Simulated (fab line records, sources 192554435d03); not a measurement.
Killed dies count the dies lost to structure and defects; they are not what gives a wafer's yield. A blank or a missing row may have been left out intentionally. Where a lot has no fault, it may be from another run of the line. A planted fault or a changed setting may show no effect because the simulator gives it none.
Chamber matching :: flow n5-finfet :: rie-diel-02 running N5_BEOL_M8_ETCH_61: 3 sister chambers
The step etches SiARC in CF4, target depth 45.5 nm, time 75.8 s. 6 wafers are shown with their chamber, then 6 later ones without.

== WAFERS WITH THEIR CHAMBER ==
wafer: L078.5
chamber: 0
showerhead-plenum-p-Torr (Torr): 2.14
drypump-motor-current-A (A): 5.3

wafer: L078.6
chamber: 3
showerhead-plenum-p-Torr (Torr): 2.21
drypump-motor-current-A (A): 5.7

wafer: L083.1
chamber: 1
showerhead-plenum-p-Torr (Torr): 2.06
drypump-motor-current-A (A): 5.7

wafer: L083.5
chamber: 1
showerhead-plenum-p-Torr (Torr): 2.06
drypump-motor-current-A (A): 5.6

wafer: L083.6
chamber: 0
showerhead-plenum-p-Torr (Torr): 2.13
drypump-motor-current-A (A): 5.3

wafer: L085.1
chamber: 3
showerhead-plenum-p-Torr (Torr): 2.20
drypump-motor-current-A (A): 5.6

== WAFERS WITH NO CHAMBER GIVEN ==
wafer: L085.2
showerhead-plenum-p-Torr (Torr): 2.06
drypump-motor-current-A (A): 5.6

wafer: L085.6
showerhead-plenum-p-Torr (Torr): 2.06
drypump-motor-current-A (A): 5.6

wafer: L088.2
showerhead-plenum-p-Torr (Torr): 2.20
drypump-motor-current-A (A): 5.6

wafer: L088.5
showerhead-plenum-p-Torr (Torr): 2.13
drypump-motor-current-A (A): 5.3

wafer: L094.1
showerhead-plenum-p-Torr (Torr): 2.13
drypump-motor-current-A (A): 5.3

wafer: L094.6
showerhead-plenum-p-Torr (Torr): 2.05
drypump-motor-current-A (A): 5.7

== WHICH CHAMBER EACH ONE RAN IN ==
wafer: L085.2
from the rows above: 1
in truth: 1

wafer: L085.6
from the rows above: 1
in truth: 1

wafer: L088.2
from the rows above: 3
in truth: 3

wafer: L088.5
from the rows above: 0
in truth: 0

wafer: L094.1
from the rows above: 0
in truth: 0

wafer: L094.6
from the rows above: 1
in truth: 1
Correct placement for 6 of the 6. Left unplaced by these rows: 0. Placed wrongly: 0.
How it was worked out, from the rows above alone: a wafer's distance from a chamber is the root of the sum, over the readings, of the square of ((its reading less the chamber's mean) divided by the reading's scatter). The wafer belongs to the nearest chamber; if the next one is less than 2 further off, it can't be placed. Each chamber's mean is taken over the wafers shown for it. The scatter: take each reading less its chamber's mean, square it, sum over the shown wafers, divide by the number of wafers less the number of chambers, and take the root.
